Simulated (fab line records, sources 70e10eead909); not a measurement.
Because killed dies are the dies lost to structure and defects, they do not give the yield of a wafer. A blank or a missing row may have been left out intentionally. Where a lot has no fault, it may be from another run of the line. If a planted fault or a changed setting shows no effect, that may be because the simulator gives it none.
Which of the tools did it? ; flow nand-harc ; 6 lots, 18 wafers sampled, at 3 steps of a route of 1302

## WHAT THE GAUGES READ, wafer by wafer
NHARC_A_M1_INSPECT_27.
lot;measured;on;raw-defect-count
L463;day 23 19:09;defect-inspect-01;453 429 479
L464;day 24 00:50;defect-inspect-02;990 638 616
L470;day 26 17:10;defect-inspect-01;444 381 379
L474;day 28 03:15;defect-inspect-01;515 492 459
L473;day 28 12:15;defect-inspect-02;479 415 346
L484;day 31 13:07;defect-inspect-02;816 4943 555

## EACH LOT AND THE TOOL THAT RAN IT (in order: tool; ch and the chambers of the sampled wafers; start)
lot;NHARC_A_M1_DEGAS_29;NHARC_A_M1_CMP_23
L463;pvd-sputter-01, day 23 17:22;cmp-02 ch 0,1,2, day 23 18:41
L464;pvd-sputter-01, day 23 23:17;cmp-03 ch 0,1,2, day 24 00:23
L470;pvd-sputter-01, day 26 15:38;cmp-02 ch 0,1,2, day 26 16:44
L474;pvd-sputter-03, day 28 01:42;cmp-04 ch 0,1,2, day 28 02:47
L473;pvd-sputter-03, day 28 10:42;cmp-02 ch 0,1,2, day 28 11:49
L484;pvd-sputter-02, day 31 11:34;cmp-03 ch 0,1,3, day 31 12:41
- NHARC_A_M1_DEGAS_29: time 60 s.
- NHARC_A_M1_CMP_23: polishes, t overpolish 20 s, target thk 154.34 nm.

## THE ANSWER, worked out from the rows above alone
Rule: the lots themselves supply what counts as usual. The widest of any qualifying gaps counts: lots, ordered by their means at a reading, are off when they make up no more than a third of the lots, leave a main group of 4 or more, and stand apart from it by 3 or more times the standard deviation of that group's means. A main group is skipped when, at the precision printed for the reading in the tables above, its means are all equal. Also off: a lot with no number at a reading for which 4 or more lots have one. The other lots that the step has rows for count as sound.
Off at NHARC_A_M1_INSPECT_27 (raw-defect-count): L484. Main group: mean 501, sd 1.3e+02.
If a tool, at a process step before that reading, ran all the lots that are off and no sound lot after the first of them, it fits. Those tools and the gauges at NHARC_A_M1_INSPECT_27 are tried in the same way. Can't be told from this: 3 tools fit, pvd-sputter-02 at NHARC_A_M1_DEGAS_29, cmp-03 at NHARC_A_M1_CMP_23, defect-inspect-02 at NHARC_A_M1_INSPECT_27.

## WHAT THE SIMULATOR HAD INSERTED
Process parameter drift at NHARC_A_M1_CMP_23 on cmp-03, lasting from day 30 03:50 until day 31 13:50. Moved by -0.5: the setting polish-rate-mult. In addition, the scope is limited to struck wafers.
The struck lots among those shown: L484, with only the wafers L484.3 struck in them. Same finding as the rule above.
